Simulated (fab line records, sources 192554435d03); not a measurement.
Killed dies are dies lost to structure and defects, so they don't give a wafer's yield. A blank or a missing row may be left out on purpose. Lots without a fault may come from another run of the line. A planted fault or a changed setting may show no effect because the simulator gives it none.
fab line records | flow n5_finfet
record lots=6 wafers=17 last_day=18
route steps=1938 shown BEOL_M5@1192 BEOL_M6@1194
lots that met no fault: from a run of the same line without faults
start_h: hours from the record's first day to the start of the lot's first wafer shown | wait_h: hours since the lot's step before | " the same as in the row above | L1.1+2: a row that stands for several wafers | - no value, or no start given | * or withheld: withheld | < > ~ a bound
route shown NAME@n: a module of which the file shows steps, and the number in the route of the first | usual: mean/standard deviation of fault-free wafers | same: alike in all rows | chamber/n: place in a boat | sites: the reading at each site | _std_site: their standard deviation | _edge_site: outer sites' mean less inner sites' | radius_mm: how far each site lies from the wafer's centre | mask NAME#n: copy n | behind: the tool/chamber that last shaped the wafer | hold: why the lot was held/for how many hours/how that ended | device: the transistor (n, p or np) that didn't switch | end of line: the same wafers' tests at the end of the route | a step without rows: its recipe alone | killed: dies lost to structure and defects at the first sort, not the wafer's yield | map: a wafer's dies, x killed, . not, _ none there
set.NAME: the setting as run; set.NAME@STEP: as run at that earlier step | model.NAME: the simulator's own value behind a step, which no gauge read
lots at some steps of the route; a table a step, a row a wafer
services: from which hour (start_h, from the record's first day; less than 0 if before it) a tool's chamber was out of use, for how many hours, and why
## steps
# step N5_BEOL_M5_RS_MEAS_57
# recipe thk_meas_gauge=four-point-probe reads=Co_of_BEOL_M5_CO_CAP_78+Cu_of_BEOL_M5_ECD_50+Co_of_BEOL_M5_CVD_47+TaN_of_BEOL_M5_ALD_86
# usual M5_RS=0.396/0.015
# columns lot.wafer tool chamber start_h wait_h M5_RS[ohm/sq]
L242.4 film_metro-01 - 181.32 0.0 0.395
L242.5 " - " " 0.406
L242.6 " - " " 0.389
L258.3 film_metro-02 - 299.47 0.1 0.397
L258.4 " - " " 0.379
L258.6 " - " " 0.401
L261.1 film_metro-02 - 301.19 0.0 0.369
L261.2 " - " " 0.367
L259.2 film_metro-02 - 308.47 0.1 0.415
L259.3 " - " " 0.393
L259.6 " - " " 0.401
L262.2 film_metro-01 - 330.01 0.1 0.426
L262.4 " - " " 0.391
L262.6 " - " " 0.411
L263.1 film_metro-01 - 335.61 0.0 0.397
L263.3 " - " " 0.406
L263.6 " - " " 0.418
# step N5_BEOL_M5_INSPECT_58
# recipe inspect_instrument=darkfield mode=post_dep
# usual raw_defect_count=77/23
# columns lot.wafer tool chamber start_h wait_h raw_defect_count
L242.4 defect_inspect-01 - 181.35 0.0 66
L242.5 " - " " 75
L242.6 " - " " 76
L258.3 defect_inspect-02 - 299.72 0.2 69
L258.4 " - " " 72
L258.6 " - " " 52
L261.1 defect_inspect-02 - 301.22 0.0 63
L261.2 " - " " 84
L259.2 defect_inspect-02 - 308.49 0.0 83
L259.3 " - " " 90
L259.6 " - " " 64
L262.2 defect_inspect-02 - 330.04 0.0 69
L262.4 " - " " 77
L262.6 " - " " 63
L263.1 defect_inspect-02 - 335.63 0.0 58
L263.3 " - " " 61
L263.6 " - " " 49
# step N5_BEOL_M6_ILD_DEP_00
# recipe material=SiCOH_lowk target_thk_a=1797.5 temp_c=300 precursor=DEMS/porogen pressure_torr=5 rf_w=500 time_s=33.4
# usual heater_power_w=297/29 showerhead_plenum_p_Torr=5.745/0.014 throttle_valve_pct=13.3/0.38
# columns lot.wafer tool chamber start_h wait_h heater_power_w showerhead_plenum_p_Torr throttle_valve_pct
L242.4 pecvd-01 1 181.40 0.1 329 5.760 13.2
L242.5 " 2 " " 275 5.728 13.4
L242.6 " 0 " " 323 5.755 13.8
L258.3 pecvd-03 0 299.76 0.0 350 5.763 13.8
L258.4 " 2 " " 263 5.746 12.8
L258.6 " 1 " " 327 5.743 12.7
L261.1 pecvd-01 2 301.26 0.0 245 5.733 13.8
L261.2 " 0 " " 266 5.732 13.7
L259.2 pecvd-04 1 308.53 0.0 293 5.725 13.2
L259.3 " 2 " " 376 5.744 12.6
L259.6 " 0 " " 286 5.731 13.2
L262.2 pecvd-01 2 330.07 0.0 282 5.738 13.9
L262.4 " 2 " " 280 5.733 13.6
L262.6 " 1 " " 316 5.766 13.1
L263.1 pecvd-04 0 335.67 0.0 256 5.721 13.3
L263.3 " 2 " " 307 5.739 12.3
L263.6 " 0 " " 260 5.723 13.3
# step N5_BEOL_M6_CURE_74
# recipe temp_c=385 time_s=240 ambient=He/Ar material=SiCOH_lowk
# usual lamp_power_pct=52.31/0.056 wafer_temp_C_max=386.8/0.63
# columns lot.wafer tool chamber start_h wait_h lamp_power_pct wafer_temp_C_max
L242.4 uv_cure-03 1 181.93 0.5 52.27 387.7
L242.5 " 1 " " 52.34 387.5
L242.6 " 1 " " 52.22 387.2
L258.3 uv_cure-02 2 299.98 0.2 52.37 386.5
L258.4 " 2 " " 52.34 386.1
L258.6 " 2 " " 52.25 386.2
L261.1 uv_cure-03 1 301.32 0.0 52.32 387.7
L261.2 " 1 " " 52.36 387.3
L259.2 uv_cure-03 0 308.67 0.1 52.24 387.7
L259.3 " 0 " " 52.35 387.9
L259.6 " 0 " " 52.29 387.4
L262.2 uv_cure-01 2 330.22 0.1 52.38 385.5
L262.4 " 2 " " 52.27 385.9
L262.6 " 2 " " 52.36 385.8
L263.1 uv_cure-01 1 335.75 0.1 52.26 386.7
L263.3 " 1 " " 52.25 386.6
L263.6 " 1 " " 52.35 386.7
# step N5_BEOL_M6_THK_MEAS_01
# recipe reads=SiCOH_lowk_of_BEOL_M6_ILD_DEP_00
# usual M6_ILD_THK=155.5/2
# columns lot.wafer tool chamber start_h wait_h M6_ILD_THK[nm]
L242.4 film_metro-02 - 182.44 0.4 158.2
L242.5 " - " " 155.1
L242.6 " - " " 159.1
L258.3 film_metro-01 - 300.33 0.3 153.7
L258.4 " - " " 155.5
L258.6 " - " " 161.1
L261.1 film_metro-01 - 301.83 0.4 151.3
L261.2 " - " " 151.4
L259.2 film_metro-01 - 309.11 0.4 152.9
L259.3 " - " " 154.2
L259.6 " - " " 156.8
L262.2 film_metro-02 - 330.65 0.4 154.4
L262.4 " - " " 155.8
L262.6 " - " " 154.6
L263.1 film_metro-02 - 336.26 0.4 153.8
L263.3 " - " " 153.9
L263.6 " - " " 154.6
# step N5_BEOL_M6_PECVD_70
# recipe material=SiO2 target_thk_a=200 temp_c=400 precursor=TEOS/O2 pressure_torr=5.5 rf_w=450 teos_flow_sccm=53.8 gas=O2 flow_sccm=3000 time_s=22.7
# usual heater_power_w=696/55 showerhead_plenum_p_Torr=8.83/0.046 throttle_valve_pct=21.6/0.62
# columns lot.wafer tool chamber start_h wait_h heater_power_w showerhead_plenum_p_Torr throttle_valve_pct
L242.4 pecvd-01 1 182.50 0.1 736 8.85 21.7
L242.5 " 2 " " 609 8.80 21.7
L242.6 " 0 " " 688 8.81 21.9
L258.3 pecvd-03 1 300.37 0.0 720 8.81 21.0
L258.4 " 1 " " 719 8.81 20.9
L258.6 " 2 " " 639 8.85 20.8
L261.1 pecvd-03 1 301.87 0.0 618 8.82 21.0
L261.2 " 0 " " 780 8.88 22.5
L259.2 pecvd-01 2 309.15 0.0 595 8.78 21.9
L259.3 " 1 " " 760 8.86 21.3
L259.6 " 0 " " 623 8.80 22.0
L262.2 pecvd-01 2 330.69 0.0 606 8.80 22.2
L262.4 " 1 " " 691 8.84 21.4
L262.6 " 2 " " 607 8.78 22.1
L263.1 pecvd-03 0 336.30 0.0 655 8.88 22.5
L263.3 " 2 " " 691 8.84 21.1
L263.6 " 0 " " 635 8.91 22.3
# step N5_BEOL_M6_HM_DEP_02
# recipe material=TiN target_thk_a=200 temp_c=25 chamber_pressure_pa=0.49996
# usual throttle_valve_pct=29.4/0.85
# columns lot.wafer tool chamber start_h wait_h throttle_valve_pct
L242.4 pvd_sputter-02 - 182.57 0.1 29.0
L242.5 " - " " 30.2
L242.6 " - " " 29.0
L258.3 pvd_sputter-01 - 300.76 0.4 28.9
L258.4 " - " " 28.7
L258.6 " - " " 28.8
L261.1 pvd_sputter-02 - 303.43 1.5 28.8
L261.2 " - " " 30.1
L259.2 pvd_sputter-03 - 309.62 0.5 29.2
L259.3 " - " " 28.7
L259.6 " - " " 28.5
L262.2 pvd_sputter-01 - 331.86 1.1 29.1
L262.4 " - " " 28.9
L262.6 " - " " 28.7
L263.1 pvd_sputter-03 - 340.23 3.9 28.8
L263.3 " - " " 29.0
L263.6 " - " " 29.4
# step N5_BEOL_M6_COAT_59
# recipe resist=SOC temp_c=250 time_s=60 spin_rpm=1500 resist_thk_nm=100
# step N5_BEOL_M6_COAT_60
# recipe resist=SiARC temp_c=220 time_s=60 spin_rpm=1500 resist_thk_nm=35
# step N5_BEOL_M6_COAT_05
# recipe resist=CAR-ArF spin_rpm=1500 resist_thk_nm=90
# step N5_BEOL_M6_EBR_07
# recipe solvent=PGMEA ebr_width_mm=1.5
# step N5_BEOL_M6_SOFTBAKE_06
# recipe temp_c=110 time_s=60 resist=CAR-ArF
# step N5_BEOL_M6_EXPOSE_08
# recipe mask_id=M6 na=1.35 source_shape=dipole sigma_inner=0.817 sigma_outer=0.97 polarization=te dose_mj=68.25
# usual dipole_opening_deg=35/0 exposure_dose_mJ_cm2=68.19/0.08
# columns lot.wafer tool chamber start_h wait_h mask dipole_opening_deg exposure_dose_mJ_cm2
L242.4 arfi_scanner-02 0 182.96 - M6#0 35 68.26
L242.5 " 0 " " M6#0 35 68.21
L242.6 " 0 " " M6#0 35 68.30
L258.3 arfi_scanner-03 - 301.14 - M6#0 - -
L258.4 " - " " M6#0 - -
L258.6 " - " " M6#0 - -
L261.1 arfi_scanner-01 0 303.86 - M6#0 35 68.32
L261.2 " 0 " " M6#0 35 68.29
L259.2 arfi_scanner-01 - 309.87 - M6#0 - -
L259.3 " - " " M6#0 - -
L259.6 " - " " M6#0 - -
L262.2 arfi_scanner-03 0 332.23 - M6#0 35 68.23
L262.4 " 0 " " M6#0 35 68.22
L262.6 " 0 " " M6#0 35 68.28
L263.1 arfi_scanner-03 0 340.47 - M6#0 35 68.20
L263.3 " 0 " " M6#0 35 68.25
L263.6 " 0 " " M6#0 35 68.34
# step N5_BEOL_M6_PEB_09
# recipe peb_temp_c=withheld peb_time_s=60 resist=CAR-ArF
## services
# columns tool chamber start_h hours kind
arfi_scanner-01 - 162.70 1.0 pm
arfi_scanner-03 - 169.76 1.0 pm
uv_cure-01 - 170.10 1.0 pm
pecvd-04 - 170.44 0.4 repair
pvd_sputter-02 - 174.82 1.6 repair
arfi_scanner-03 - 175.52 0.6 repair
pecvd-03 1 184.02 19.0 repair
pecvd-04 - 190.11 0.7 repair
uv_cure-01 - 191.83 2.1 pm
arfi_scanner-03 - 192.12 1.3 pm
arfi_scanner-01 - 192.15 17.3 pm
pecvd-04 2 206.38 3.8 repair
uv_cure-01 - 212.21 2.8 pm
arfi_scanner-03 - 260.03 1.9 repair
arfi_scanner-03 - 275.89 3.0 repair
arfi_scanner-03 - 284.50 3.1 pm
arfi_scanner-03 - 287.62 1.0 pm
pecvd-03 2 293.08 6.2 repair
arfi_scanner-03 - 294.30 0.8 pm
arfi_scanner-03 - 306.73 6.6 repair
pecvd-04 - 308.81 2.8 pm
pecvd-04 - 312.50 1.0 repair
arfi_scanner-03 - 317.62 1.3 pm
pecvd-01 - 318.70 1.5 repair
## key
first_sign step=N5_BEOL_M6_EXPOSE_08 reading=tool_record direction=missing
effect none on later readings
met_at N5_BEOL_M6_EXPOSE_08
struck_wafers L258.3,L258.4,L258.6,L259.2,L259.3,L259.6
later_rows_left_out L258.3,L258.4,L258.6,L259.2,L259.3,L259.6
sort_left_out L258.3,L258.4,L258.6,L259.2,L259.3,L259.6
fault kind=skipped_step_whole tool=arfi_scanner-01,arfi_scanner-03 chamber=- onset_h=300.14 steps=N5_BEOL_M6_EXPOSE_08 scope=struck_lots_only
# sort_left_out: the simulated sort isn't trusted on such a fault, so these wafers' sort isn't shown, and their yield isn't known
# later_rows_left_out: the simulator's readings of these wafers behind a module that went badly wrong aren't trusted and aren't shown, but for the sort
